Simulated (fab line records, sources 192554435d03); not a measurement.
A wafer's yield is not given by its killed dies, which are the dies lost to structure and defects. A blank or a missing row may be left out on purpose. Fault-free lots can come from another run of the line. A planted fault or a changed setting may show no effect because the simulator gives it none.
Split-lot study ; flow n5 finfet ; on a route of 1938 steps: 7 lots, 39 wafers read

## THE SPLIT ITSELF
At N5_PASSIVATION_PASS_ETCH_47 (etches SiNx in CF4/O2, target depth 770 nm, time 385 s), the setting time s was moved away from the recipe's 385 s on 9 of the 39 wafers read, by +38.6% to +49.4%. This setting was run at the recipe's value on the other wafers.

The split's own step is where the reading is taken.

## THE READING
etch.depth nm (the simulator's own value, which no gauge read), in nm, at N5_PASSIVATION_PASS_ETCH_47 (etches SiNx in CF4/O2, target depth 770 nm, time 385 s). No usual value for it is given in the file. Here, 30 wafers ran the recipe; their average is 771.0 nm with a standard deviation of 14 nm.

wafer;tool, chamber at the split;time s as run, s;against the recipe;etch.depth nm, nm;against lot-mates on the recipe
L075.1;rie diel-05, 2;560.3;+45.5%;1118;+348.2
L075.2;rie diel-05, 0;560.3;+45.5%;1145;+375.2
L075.3;rie diel-05, 1;385;recipe;770.4;-
L075.4;rie diel-05, 1;385;recipe;769.7;-
L075.5;rie diel-05, 2;385;recipe;769.2;-
L075.6;rie diel-05, 0;560.3;+45.5%;1155;+385.2
L079.1;rie diel-05, 2;385;recipe;757.7;-
L079.2;rie diel-05, 0;533.5;+38.6%;1083;+309.3
L079.3;rie diel-05, 1;533.5;+38.6%;1061;+287.3
L079.4;rie diel-05, 3;533.5;+38.6%;1068;+294.3
L079.5;rie diel-05, 1;385;recipe;773.8;-
L079.6;rie diel-05, 0;385;recipe;789.7;-
L083.1;rie diel-03, 3;385;recipe;791.9;-
L083.2;rie diel-03, 0;385;recipe;756;-
L083.3;rie diel-03, 2;385;recipe;781;-
L083.4;rie diel-03, 1;385;recipe;784.4;-
L083.5;rie diel-03, 1;385;recipe;784.7;-
L083.6;rie diel-03, 0;385;recipe;743.1;-
L087.1;rie diel-05, 2;385;recipe;763.6;-
L087.2;rie diel-05, 1;385;recipe;764.7;-
L087.3;rie diel-05, 3;385;recipe;770.3;-
L087.4;rie diel-05, 0;385;recipe;786.9;-
L087.5;rie diel-05, 2;385;recipe;757.1;-
L087.6;rie diel-05, 1;385;recipe;763;-
L090.1;rie diel-05, 1;385;recipe;770.4;-
L090.2;rie diel-05, 3;385;recipe;771.1;-
L090.4;rie diel-05, 2;385;recipe;762.4;-
L092.1;rie diel-02, 3;575;+49.4%;1178;+406.8
L092.2;rie diel-02, 1;385;recipe;758.4;-
L092.3;rie diel-02, 0;575;+49.4%;1117;+345.8
L092.4;rie diel-02, 0;575;+49.4%;1114;+342.8
L092.5;rie diel-02, 3;385;recipe;797.8;-
L092.6;rie diel-02, 1;385;recipe;757.4;-
L096.1;rie diel-03, 2;385;recipe;772.9;-
L096.2;rie diel-03, 3;385;recipe;792.8;-
L096.3;rie diel-03, 1;385;recipe;776.3;-
L096.4;rie diel-03, 0;385;recipe;747.6;-
L096.5;rie diel-03, 0;385;recipe;753.7;-
L096.6;rie diel-03, 3;385;recipe;792.4;-

FIT RESULTS
A straight line over all 39 wafers: etch.depth nm changes by +7.73 nm for each +1% of time s; r = +0.99; the points scatter about the line by 17 nm.
The same after taking each lot's own level away (the mean of its wafers on the recipe; 39 wafers): +7.72 nm for each +1%; r = +0.99; scatter 17 nm.
According to that fit, moving time s by its largest amount changes the reading by 3.8e+02 nm.
Across the lots, their own levels run from 767.60 to 773.73 nm, a range of 0.4 times the standard deviation given above.
The two slopes agree, so the slope changes little with the lot-to-lot level.
Check: with one of the wafers moved furthest among these (+49.4%) left out of the fit, the line predicts +377 nm for it against its lot-mates. It came out at +407 nm against them.

## FILE'S OWN FIT
etch.depth nm changes by +7.72 nm for each +1% of time s, r = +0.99.
